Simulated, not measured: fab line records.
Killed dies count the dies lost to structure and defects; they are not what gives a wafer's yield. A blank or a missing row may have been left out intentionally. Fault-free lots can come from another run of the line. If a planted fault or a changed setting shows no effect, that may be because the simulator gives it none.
Struck lot and sound lot, side by side | flow n5Finfet | 22 out of 1938 route steps
Sound: the wafers L692.1, L692.4, L692.6. Struck: wafers L702.5, L702.6. Last of all comes the cause.
For every step that has rows: the tool of each side, followed by ch and its chambers, followed by its first start. Under that, the readings that differ: sound wafers | struck wafers | difference of the means | sigmas: that difference in standard deviations of wafers without a fault.
alike: same words and numbers on both sides, and readings whose means sit less than 2 such deviations apart. not compared: any withheld reading, any reading some wafer has no value for, any bound like >300 that may hide the same value, and any number with overlapping values for which the record gives no deviation.
The two part at a step that has a row with sigmas, a row that says differs or no value, or rows on one side only. Non-overlapping numbers with no deviation appear without sigmas and do not part them. A reading that every wafer of one side lacks parts them only if that side has two wafers or more.

first, 3 steps without rows for these wafers: N5_PMOS_HMC_CHANNEL_EPI_EXPOSE_06 (exposes mask PMOS HMC BLK, target cd 240 nm); N5_PMOS_HMC_CHANNEL_EPI_PEB_07 (peb time 60 s); N5_PMOS_HMC_CHANNEL_EPI_DEVELOP_08 (develop time 30 s).
N5_PMOS_HMC_CHANNEL_EPI_CD_MEAS_09: target cd 237.4 nm.
  sound on cdSem-02 ch 0, day 2 17:00; struck on cdSem-01 ch 0, day 5 05:32
  alike: cdNm
N5_PMOS_HMC_CHANNEL_EPI_OVL_MEAS_10:
  sound on overlay-02 ch 0, day 2 17:02; struck on overlay-01 ch 0, day 5 05:34
  alike: PMOS_HMC_BLK_OVL
N5_PMOS_HMC_CHANNEL_EPI_INSPECT_11: inspects for defects (macro).
  sound on defectInspect-02, day 2 17:04; struck on defectInspect-02, day 5 05:35
  alike: rawDefectCount
N5_PMOS_HMC_CHANNEL_EPI_DESCUM_14: chemistry O2, time 7.9 s.
  sound on rieDiel-03 ch 1,3, day 2 17:10; struck on rieDiel-01 ch 2,3, day 5 05:38
  alike: drypumpMotorCurrentA, oesProductAu, rfVppV, showerheadPlenumPTorr, throttleValvePct
  not compared: rfHoursCounterH
N5_PMOS_HMC_CHANNEL_EPI_ETCH_32: etches BARC in N2/H2, stops on SiO2, target depth 85.8 nm, time 50.3 s.
  sound on rieDiel-03 ch 1,3, day 2 17:13; struck on rieDiel-01 ch 2,3, day 5 05:40
  alike: drypumpMotorCurrentA, oesProductAu, rfVppV, showerheadPlenumPTorr, throttleValvePct
  not compared: rfHoursCounterH
N5_PMOS_HMC_CHANNEL_EPI_HM_OPEN_15: chemistry CHF3/O2, target SiO2, target depth 40.6 nm, time 20.3 s.
  sound on rieDiel-03 ch 1,3, day 2 17:15; struck on rieDiel-01 ch 2,3, day 5 05:43
  alike: drypumpMotorCurrentA, oes_f_703_au, oesProductAu, rfVppV, showerheadPlenumPTorr, throttleValvePct
  not compared: rfHoursCounterH
N5_PMOS_HMC_CHANNEL_EPI_STRIP_33: strips in N2/H2.
  sound on rieDiel-03 ch 1,3, day 2 17:19; struck on rieDiel-01 ch 2,3, day 5 05:46
reading                  | sound       | struck  | difference | sigmas
drypumpMotorCurrentA (A) | 6.6 6.6 6.6 | 5.3 6.0 | -0.9       | -2
  alike: oesProductAu, rfVppV, showerheadPlenumPTorr, throttleValvePct
  not compared: rfHoursCounterH
then, 1 step without rows for these wafers: N5_PMOS_HMC_CHANNEL_EPI_STRIP_17 (strips in SPM, time 750 s).
N5_PMOS_HMC_CHANNEL_EPI_ETCH_38: etches SiO2 in CF4, target depth 1.5 nm.
  sound on rieSi-04 ch 1,2, day 2 17:38; struck on rieSi-04 ch 0,2, day 5 06:04
  alike: drypumpMotorCurrentA, oesProductAu, throttleValvePct
  not compared: rfHoursCounterH
N5_PMOS_HMC_CHANNEL_EPI_FIN_RECESS_16: chemistry HBr/Cl2, target Si, target depth 54 nm, time 18 s.
  sound on rieSi-04 ch 1,2, day 2 17:39; struck on rieSi-04 ch 0,2, day 5 06:06
reading                                                 | sound             | struck      | difference | sigmas
model.etch.depthNm (nm)                                 | 51.65 54.92 52.11 | 38.23 38.58 | -14.49     | 
model.PMOS_HMC_CHANNEL_EPI.featureDepthNm (nm)          | 51.65 54.92 52.11 | 38.23 38.58 | -14.49     | 
model.SiO2_of_PMOS_HMC_CHANNEL_EPI_HM_DEP_34.thkNm (nm) | 30.63 30.96 30.79 | 30.36 30.62 | -0.30      | 
  alike: drypumpMotorCurrentA, oesProductAu, throttleValvePct
  not compared: rfHoursCounterH
then, 1 step without rows for these wafers: N5_PMOS_HMC_CHANNEL_EPI_PRECLEAN_36 (cleans in O3/DIW, time 45 s).
N5_PMOS_HMC_CHANNEL_EPI_PRECLEAN_18: cleans in DHF, time 30 s.
  sound on wetBench-05 ch 0,1,2, day 2 17:46; struck on wetBench-03 ch 1,5, day 5 06:11
reading                                                 | sound             | struck      | difference | sigmas
model.SiO2_of_PMOS_HMC_CHANNEL_EPI_HM_DEP_34.thkNm (nm) | 25.13 25.47 25.29 | 24.72 25.01 | -0.43      | 
then, 5 steps without rows for these wafers: N5_PMOS_HMC_CHANNEL_EPI_SRD_19 (time 30 s); N5_PMOS_HMC_CHANNEL_EPI_EPI_20 (deposits SiGe30, target thk 59 nm); N5_PMOS_HMC_CHANNEL_EPI_HM_STRIP_35 (strips SiO2 in dHF, material SiO2, target depth 39.6 nm, time 216 s); N5_PMOS_HMC_CHANNEL_EPI_SRD_39 (time 30 s); N5_PMOS_HMC_CHANNEL_EPI_CMP_21 (polishes SiGe30, target thk 54 nm).
N5_PMOS_HMC_CHANNEL_EPI_THK_MEAS_22:
  sound on filmMetro-02, day 2 19:40; struck on filmMetro-01, day 5 07:58
reading          | sound          | struck    | difference | sigmas
HMC_CMP_THK (nm) | 51.8 54.9 52.2 | 38.0 38.4 | -14.8      | -13
then, 1 step without rows for these wafers: N5_PMOS_HMC_CHANNEL_EPI_PRECLEAN_40 (cleans in DHF, time 30 s).

WHERE THEY PART
Last at N5_PMOS_HMC_CHANNEL_EPI_THK_MEAS_22 as far as this record goes, first at N5_PMOS_HMC_CHANNEL_EPI_STRIP_33.

WHY: what had been put in by the simulator
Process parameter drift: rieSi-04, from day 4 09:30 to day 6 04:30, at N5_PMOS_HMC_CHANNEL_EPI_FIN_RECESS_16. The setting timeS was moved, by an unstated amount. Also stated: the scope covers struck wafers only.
